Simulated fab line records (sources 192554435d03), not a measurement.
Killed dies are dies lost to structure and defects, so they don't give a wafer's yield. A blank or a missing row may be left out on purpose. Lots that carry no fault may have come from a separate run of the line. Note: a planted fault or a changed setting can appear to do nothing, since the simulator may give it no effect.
Which tool is to blame? + flow n5 finfet + 72 wafers sampled from 24 lots at 1 step of a route of 1938

## WHAT THE GAUGES SHOWED, per wafer
N5_STI_FIN_REVEAL_THK_MEAS_05.
| lot  | measured    | on            | thk nm (nm)       |
|------|-------------|---------------|-------------------|
| L074 | day 2 09:32 | film metro-01 | 130.2 132.3 132.1 |
| L075 | day 2 16:16 | film metro-02 | 131.4 130.1 131.0 |
| L076 | day 2 22:11 | film metro-02 | 132.9 132.5 133.4 |
| L077 | day 3 04:38 | film metro-02 | 131.8 132.0 132.3 |
| L078 | day 3 11:37 | film metro-02 | 133.8 130.2 132.3 |
| L079 | day 3 16:59 | film metro-02 | 131.7 131.2 132.0 |
| L080 | day 3 22:41 | film metro-01 | 132.7 129.7 131.3 |
| L081 | day 4 03:37 | film metro-01 | 130.7 131.5 131.8 |
| L082 | day 4 09:53 | film metro-01 | 133.1 134.3 132.8 |
| L083 | day 4 16:02 | film metro-01 | 127.9 132.6 130.1 |
| L084 | day 5 00:07 | film metro-01 | 131.3 133.3 131.4 |
| L085 | day 5 04:10 | film metro-02 | 133.9 132.9 133.3 |
| L086 | day 5 11:53 | film metro-02 | 132.1 132.0 131.1 |
| L087 | day 5 18:17 | film metro-01 | 132.7 131.1 129.0 |
| L088 | day 6 00:54 | film metro-02 | 130.4 131.9 131.4 |
| L089 | day 6 05:26 | film metro-02 | 133.8 129.9 130.4 |
| L090 | day 6 10:13 | film metro-02 | 131.3 131.7 132.1 |
| L091 | day 6 20:53 | film metro-01 | 131.1 130.2 133.5 |
| L092 | day 6 22:50 | film metro-02 | 129.4 129.7 130.7 |
| L093 | day 7 02:52 | film metro-01 | 131.2 131.1 131.7 |
| L094 | day 7 09:51 | film metro-01 | 131.0 131.7 130.8 |
| L095 | day 7 15:36 | film metro-02 | 130.6 131.9 131.9 |
| L096 | day 8 02:16 | film metro-02 | 131.4 130.7 131.2 |
| L097 | day 8 09:16 | film metro-01 | 131.5 130.5 132.1 |

## WHAT TOOL EACH LOT RAN ON (gives the tool, then ch and the chambers of the sampled wafers, and finally the start)
There is no process step in the record ahead of these readings.

## WHAT THE TOOLS THEMSELVES READ (means of the sampled wafers that have a number; where no wafer has one, the mark that the record gives instead)
The record holds no such reading with a usual standard deviation.

## THE ANSWER, worked out from the rows above alone
Rule: the usual values come from the lots themselves. Put in order of their means at a reading, lots are off if they are a third of the lots or fewer, leave a main group of 4 or more, and stand apart from it by a gap of 3 or more times the standard deviation of the main group's means; of several such gaps the widest counts. Not used: any main group whose means are identical at the precision the tables above print for the reading. Also off: a lot with no number at a reading for which 4 or more lots have one. The other lots that the step has rows for count as sound. After the gauges, taken in route order, come the tools' own readings; for these a lot's mean is taken, as printed above. At the first step where some lot is off, the reading lying furthest off is the one used; lots without a number count as furthest.
None of the lots is off at any reading shown; this tells nothing.

## WHAT THE SIMULATOR HAD INSERTED
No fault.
